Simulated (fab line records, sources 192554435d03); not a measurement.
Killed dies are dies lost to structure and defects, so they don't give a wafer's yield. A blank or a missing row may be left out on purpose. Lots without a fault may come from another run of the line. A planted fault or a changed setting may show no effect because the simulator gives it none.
Chamber matching | flow n5_finfet | N5_BEOL_M6_CURE_75 on uv_cure-01: 3 sister chambers
The step cures SiCOH lowk, time 120 s. 18 wafers are shown with their chamber, then 9 later ones without.

WAFERS WITH THEIR CHAMBER
wafer  | chamber | wafer_temp_C_max | lamp_power_pct (%)
L074.3 | 2       | 371.2            | 52.27
L074.5 | 2       | 371.1            | 52.28
L074.6 | 2       | 371.4            | 52.41
L076.1 | 1       | 371.3            | 52.36
L076.4 | 1       | 371.2            | 52.30
L076.6 | 1       | 370.9            | 52.26
L075.2 | 0       | 371.2            | 52.28
L075.5 | 0       | 371.7            | 52.28
L075.6 | 0       | 371.5            | 52.40
L079.1 | 1       | 371.5            | 52.34
L079.4 | 1       | 371.3            | 52.27
L079.6 | 1       | 370.9            | 52.27
L081.2 | 2       | 370.9            | 52.34
L081.4 | 2       | 371.6            | 52.29
L081.6 | 2       | 371.2            | 52.24
L080.1 | 0       | 371.6            | 52.25
L080.2 | 0       | 371.4            | 52.30
L080.3 | 0       | 371.1            | 52.29

SIGNATURES (means of the wafers above)
reading          | chamber 0 | chamber 1 | chamber 2 | scatter within a chamber
wafer_temp_C_max | 371.417   | 371.183   | 371.233   | 0.238
lamp_power_pct   | 52.3000   | 52.3000   | 52.3050   | 0.052
Rule: a wafer's distance from a chamber is the root of the sum, over the readings, of the square of ((its reading less the chamber's mean) divided by the reading's scatter). The wafer belongs to the nearest chamber; if the next one is less than 2 further off, it can't be placed. The scatter: the root of (the sum of the squares of (reading less its chamber's mean) over the shown wafers, divided by (wafers less chambers)).

WAFERS WITHOUT THEIR CHAMBER
wafer  | wafer_temp_C_max | lamp_power_pct (%)
L090.2 | 371.5            | 52.37
L090.3 | 371.4            | 52.32
L090.5 | 371.3            | 52.36
L092.2 | 371.2            | 52.34
L092.4 | 371.6            | 52.28
L092.6 | 371.2            | 52.32
L094.1 | 370.9            | 52.30
L094.2 | 371.3            | 52.32
L094.3 | 371.7            | 52.26

WHICH CHAMBER EACH WENT THROUGH
wafer  | from the rows above          | in truth
L090.2 | can't be placed: 0 or 2 or 1 | 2
L090.3 | can't be placed: 0 or 2 or 1 | 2
L090.5 | can't be placed: 2 or 0 or 1 | 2
L092.2 | can't be placed: 2 or 1 or 0 | 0
L092.4 | can't be placed: 0 or 2 or 1 | 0
L092.6 | can't be placed: 2 or 1 or 0 | 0
L094.1 | can't be placed: 1 or 2 or 0 | 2
L094.2 | can't be placed: 2 or 0 or 1 | 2
L094.3 | can't be placed: 0 or 2 or 1 | 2
Placed correctly: 0 of 9. Can't be placed from these rows: 9 (the true chamber is among the candidates in 9). Placed wrongly: 0.
